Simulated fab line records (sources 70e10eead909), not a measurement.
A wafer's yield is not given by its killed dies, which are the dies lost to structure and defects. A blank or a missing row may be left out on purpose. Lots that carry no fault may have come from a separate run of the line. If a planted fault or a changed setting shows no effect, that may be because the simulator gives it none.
Which tool was responsible? ; flow nand-harc ; Sampling: 24 lots, 72 wafers, 6 of 1302 route steps

WHAT THE GAUGES READ, wafer by wafer
NHARC_A_M0_CD_MEAS_09: target cd 80 nm.
lot;measured;on;cd-nm (nm)
L074;day 23 04:56;cd-sem-02;79.4 79.2 80.1
L075;day 23 06:45;cd-sem-03;78.3 78.6 78.8
L076;day 23 16:57;cd-sem-03;78.5 78.6 79.3
L078;day 24 00:13;cd-sem-02;78.9 79.8 79.5
L077;day 24 10:09;cd-sem-01;79.8 81.1 80.0
L079;day 24 09:11;cd-sem-02;80.5 80.6 80.6
L080;day 25 07:53;cd-sem-01;79.6 79.0 78.9
L081;day 25 14:55;cd-sem-02;80.0 80.1 80.2
L082;day 25 22:31;cd-sem-01;80.0 80.2 80.1
L083;day 26 07:38;cd-sem-01;79.0 78.4 80.3
L084;day 26 10:49;cd-sem-02;79.6 79.3 79.3
L085;day 27 09:13;cd-sem-02;80.5 79.4 79.3
L086;day 27 16:37;cd-sem-02;80.0 80.0 80.1
L087;day 28 10:36;cd-sem-02;79.9 80.5 78.4
L088;day 28 16:49;cd-sem-01;79.7 80.1 79.6
L089;day 29 01:11;cd-sem-03;79.5 79.0 78.8
L090;day 29 21:54;cd-sem-03;79.5 79.6 79.0
L091;day 29 22:46;cd-sem-03;80.5 79.7 79.6
L092;day 30 04:58;cd-sem-01;78.3 78.9 78.3
L093;day 30 06:55;cd-sem-03;80.1 79.9 81.1
L094;day 30 13:22;cd-sem-03;79.7 80.4 80.4
L096;day 31 12:16;cd-sem-02;79.2 80.0 79.9
L095;day 31 14:48;cd-sem-03;78.9 80.0 79.6
L097;day 32 18:56;cd-sem-03;81.0 79.6 79.6

WHICH TOOL RAN EACH LOT (tool, then ch and the chambers of the sampled wafers, then the start)
lot;NHARC_A_CONTACT_ETCH_124;NHARC_A_CONTACT_ETCH_131;NHARC_A_CONTACT_ETCH_135;NHARC_A_CONTACT_ETCH_98;NHARC_A_BLC_ETCH_18
L074;har-cap-etch-03 ch 1, day 22 10:11;har-cap-etch-03 ch 1, day 22 11:27;har-cap-etch-03 ch 0, day 22 19:34;rie-diel-08 ch 0,1,2, day 23 04:56 or earlier;rie-diel-10 ch 1,2, day 23 04:56 or earlier
L075;har-cap-etch-01 ch 0,1, day 22 11:39;har-cap-etch-01 ch 0,1, day 22 12:54;har-cap-etch-03 ch 0,1, day 22 21:37;rie-diel-08 ch 0,1,3, day 23 06:45 or earlier;rie-diel-10 ch 0,2,3, day 23 06:45 or earlier
L076;har-cap-etch-01 ch 0, day 22 20:08;har-cap-etch-01 ch 0, day 22 21:23;har-cap-etch-01 ch 0, day 23 07:38;rie-diel-08 ch 0,3, day 23 16:57 or earlier;rie-diel-10 ch 0,2,3, day 23 16:57 or earlier
L078;har-cap-etch-03 ch 0,1, day 23 06:03;har-cap-etch-03 ch 0,1, day 23 07:18;har-cap-etch-01 ch 0,1, day 23 15:14;rie-diel-02 ch 0,3, day 24 00:13 or earlier;rie-diel-09 ch 0,1, day 24 00:13 or earlier
L077;har-cap-etch-02 ch 0,1, day 23 13:46;har-cap-etch-02 ch 0,1, day 23 15:26;har-cap-etch-02 ch 0,1, day 23 23:35;rie-diel-04 ch 0,1,2, day 24 10:09 or earlier;rie-diel-10 ch 1,2, day 24 10:09 or earlier
L079;har-cap-etch-03 ch 0,1, day 23 14:43;har-cap-etch-03 ch 0,1, day 23 15:58;har-cap-etch-01 ch 0,1, day 23 23:46;rie-diel-04 ch 0,1,3, day 24 09:11 or earlier;rie-diel-09 ch 0,3, day 24 09:11 or earlier
L080;har-cap-etch-02 ch 0,1, day 24 14:43;har-cap-etch-02 ch 0,1, day 24 15:59;har-cap-etch-02 ch 0,1, day 24 22:59;rie-diel-08 ch 0,1,2, day 25 07:53 or earlier;rie-diel-09 ch 0,2, day 25 07:53 or earlier
L081;har-cap-etch-01 ch 0,1, day 24 22:26;har-cap-etch-01 ch 0,1, day 24 23:41;har-cap-etch-01 ch 0,1, day 25 06:10;rie-diel-02 ch 0,3, day 25 14:55 or earlier;rie-diel-10 ch 0,2, day 25 14:55 or earlier
L082;har-cap-etch-02 ch 0,1, day 25 04:43;har-cap-etch-02 ch 0,1, day 25 05:58;har-cap-etch-01 ch 0,1, day 25 13:54;rie-diel-02 ch 0,1,2, day 25 22:31 or earlier;rie-diel-09 ch 2,3, day 25 22:31 or earlier
L083;har-cap-etch-02 ch 0,1, day 25 11:37;har-cap-etch-02 ch 0,1, day 25 12:53;har-cap-etch-02 ch 0,1, day 25 22:55;rie-diel-08 ch 0,1,3, day 26 07:38 or earlier;rie-diel-12 ch 0,1,3, day 26 07:38 or earlier
L084;har-cap-etch-03 ch 0, day 25 18:26;har-cap-etch-03 ch 0, day 25 19:42;har-cap-etch-03 ch 0, day 26 02:15;rie-diel-08 ch 2,3, day 26 10:49 or earlier;rie-diel-10 ch 0,1,3, day 26 10:49 or earlier
L085;har-cap-etch-03 ch 0,1, day 26 12:49;har-cap-etch-03 ch 0,1, day 26 14:03;har-cap-etch-02 ch 0,1, day 27 00:07;rie-diel-08 ch 0,2,3, day 27 09:13 or earlier;rie-diel-09 ch 0,1,3, day 27 09:13 or earlier
L086;har-cap-etch-01 ch 0,1, day 26 22:52;har-cap-etch-01 ch 0,1, day 27 00:08;har-cap-etch-01 ch 0,1, day 27 06:26;rie-diel-04 ch 2,3, day 27 16:37 or earlier;rie-diel-10 ch 2,3, day 27 16:37 or earlier
L087;har-cap-etch-03 ch 0,1, day 27 14:31;har-cap-etch-03 ch 0,1, day 27 15:46;har-cap-etch-03 ch 0,1, day 28 00:58;rie-diel-04 ch 1,2, day 28 10:36 or earlier;rie-diel-10 ch 0,1,3, day 28 10:36 or earlier
L088;har-cap-etch-02 ch 0,1, day 27 22:56;har-cap-etch-02 ch 0,1, day 28 00:36;har-cap-etch-01 ch 0,1, day 28 08:04;rie-diel-08 ch 1,2,3, day 28 09:48;rie-diel-10 ch 0,2,3, day 28 16:49 or earlier
L089;har-cap-etch-02 ch 0,1, day 28 08:07;har-cap-etch-02 ch 0,1, day 28 09:22;har-cap-etch-02 ch 0,1, day 28 15:53;rie-diel-02 ch 1,2, day 29 01:11 or earlier;rie-diel-10 ch 0,2,3, day 29 01:11 or earlier
L090;har-cap-etch-02 ch 0, day 29 00:04;har-cap-etch-02 ch 0, day 29 01:45;har-cap-etch-01 ch 1, day 29 12:58;rie-diel-02 ch 1,2,3, day 29 21:54 or earlier;rie-diel-10 ch 0,1,2, day 29 21:54 or earlier
L091;har-cap-etch-03 ch 0,1, day 29 02:02;har-cap-etch-03 ch 0,1, day 29 03:17;har-cap-etch-02 ch 0, day 29 13:57;rie-diel-04 ch 0,1,2, day 29 22:46 or earlier;rie-diel-12 ch 0,1,3, day 29 22:46 or earlier
L092;har-cap-etch-02 ch 0,1, day 29 11:44;har-cap-etch-02 ch 0,1, day 29 12:59;har-cap-etch-01 ch 0,1, day 29 20:29;rie-diel-08 ch 1,2,3, day 30 04:58 or earlier;rie-diel-10 ch 0,3, day 30 04:58 or earlier
L093;har-cap-etch-03 ch 0,1, day 29 11:55;har-cap-etch-03 ch 0,1, day 29 13:35;har-cap-etch-02 ch 0,1, day 29 21:58;rie-diel-02 ch 0,2,3, day 30 06:55 or earlier;rie-diel-10 ch 1,2,3, day 30 06:55 or earlier
L094;har-cap-etch-03 ch 0,1, day 29 21:11;har-cap-etch-03 ch 0,1, day 29 22:26;har-cap-etch-01 ch 0,1, day 30 04:43;rie-diel-02 ch 2,3, day 30 13:22 or earlier;rie-diel-09 ch 0,2,3, day 30 13:22 or earlier
L096;har-cap-etch-01 ch 1, day 30 19:42;har-cap-etch-01 ch 1, day 30 20:57;har-cap-etch-02 ch 0,1, day 31 03:15;rie-diel-04 ch 0,3, day 31 05:27;rie-diel-10 ch 0,2,3, day 31 12:16 or earlier
L095;har-cap-etch-03 ch 0,1, day 30 22:04;har-cap-etch-03 ch 0,1, day 30 23:20;har-cap-etch-01 ch 0,1, day 31 05:41;rie-diel-04 ch 1,3, day 31 07:30;rie-diel-10 ch 1,2,3, day 31 14:48 or earlier
L097;har-cap-etch-01 ch 0, day 31 22:49;har-cap-etch-01 ch 0, day 32 00:04;har-cap-etch-02 ch 0,1, day 32 09:45;rie-diel-08 ch 1,2, day 32 18:56 or earlier;rie-diel-10 ch 1,2, day 32 18:56 or earlier
- NHARC_A_CONTACT_ETCH_124: etches the open film in C4F8/O2/Ar, time 140 s, target depth 700 nm.
- NHARC_A_CONTACT_ETCH_131: etches the open film in C4F8/O2/Ar, time 197 s, target depth 1918 nm.
- NHARC_A_CONTACT_ETCH_135: etches the open film in C4F8/O2/Ar, time 311 s, target depth 1912 nm.
- NHARC_A_CONTACT_ETCH_98: etches the open film in C4F6/O2, target depth 20 nm, time 10 s.
- NHARC_A_BLC_ETCH_18: etches the open film in C4F8/O2/Ar, target depth 910 nm.

WHAT THE TOOLS THEMSELVES READ (means of the sampled wafers that have a number; where no wafer has one, the mark that the record gives instead)
NHARC_A_CONTACT_ETCH_98.
lot;tool;drypump-motor-current-A (A);oes-product-au (a.u.);rf-vpp-V (V);showerhead-plenum-p-Torr (Torr);throttle-valve-pct (%)
L074;rie-diel-08;5.9;0.952;547;3.99;26.905
L075;rie-diel-08;6.1;0.956;547;3.92;26.900
L076;rie-diel-08;6.2;1.003;549;4.04;26.913
L078;rie-diel-02;6.3;0.940;550;4.01;26.893
L077;rie-diel-04;5.9;0.969;549;4.07;26.911
L079;rie-diel-04;5.8;0.968;549;4.04;26.894
L080;rie-diel-08;5.9;0.942;548;3.99;26.905
L081;rie-diel-02;6.3;0.991;548;4.00;26.903
L082;rie-diel-02;5.8;0.989;547;3.93;26.903
L083;rie-diel-08;6.0;0.947;547;3.91;26.901
L084;rie-diel-08;5.5;0.928;545;3.83;26.908
L085;rie-diel-08;5.8;0.936;548;3.93;26.901
L086;rie-diel-04;6.2;0.974;551;4.12;26.907
L087;rie-diel-04;6.2;0.940;551;4.17;26.912
L088;rie-diel-08;5.7;0.950;545;3.81;26.908
L089;rie-diel-02;5.4;0.949;546;3.89;26.902
L090;rie-diel-02;5.4;0.937;547;3.92;26.905
L091;rie-diel-04;5.9;0.943;550;4.04;26.903
L092;rie-diel-08;5.7;1.002;545;3.80;26.902
L093;rie-diel-02;6.0;0.937;547;3.95;26.907
L094;rie-diel-02;5.6;0.939;548;3.95;26.899
L096;rie-diel-04;5.8;0.996;549;3.98;26.899
L095;rie-diel-04;6.1;0.958;551;4.10;26.899
L097;rie-diel-08;5.7;0.946;545;3.84;26.900

NHARC_A_BLC_ETCH_18.
lot;tool;oes-product-au (a.u.);rf-vpp-V (V)
L074;rie-diel-10;0.922;983
L075;rie-diel-10;0.957;974
L076;rie-diel-10;0.928;974
L078;rie-diel-09;0.978;976
L077;rie-diel-10;0.970;983
L079;rie-diel-09;0.939;972
L080;rie-diel-09;0.937;972
L081;rie-diel-10;0.927;977
L082;rie-diel-09;0.976;977
L083;rie-diel-12;0.935;984
L084;rie-diel-10;0.971;977
L085;rie-diel-09;0.930;975
L086;rie-diel-10;0.980;971
L087;rie-diel-10;0.927;977
L088;rie-diel-10;0.962;975
L089;rie-diel-10;0.981;975
L090;rie-diel-10;0.969;980
L091;rie-diel-12;0.977;983
L092;rie-diel-10;0.923;971
L093;rie-diel-10;0.929;978
L094;rie-diel-09;0.965;974
L096;rie-diel-10;0.934;974
L095;rie-diel-10;0.941;978
L097;rie-diel-10;0.930;984

THE ANSWER, worked out from the rows above alone
Rule: the lots themselves supply what counts as usual. The widest of any qualifying gaps counts: lots, ordered by their means at a reading, are off when they make up no more than a third of the lots, leave a main group of 4 or more, and stand apart from it by 3 or more times the standard deviation of that group's means. The tables above print the reading to a certain number of digits; a main group whose means all agree to those digits is not used. A lot without any number at a reading at which 4 lots or more have one is off too. Any other lot the step has rows for is counted as sound. Order of review: gauges by route order, followed by the tools' own readings, for which a lot's mean as printed above is used. At the first step where some lot is off, the reading lying furthest off is the one used; lots without a number count as furthest.
No lot is off at any reading shown: from this, nothing can be told.

WHAT WAS PUT IN BY THE SIMULATOR
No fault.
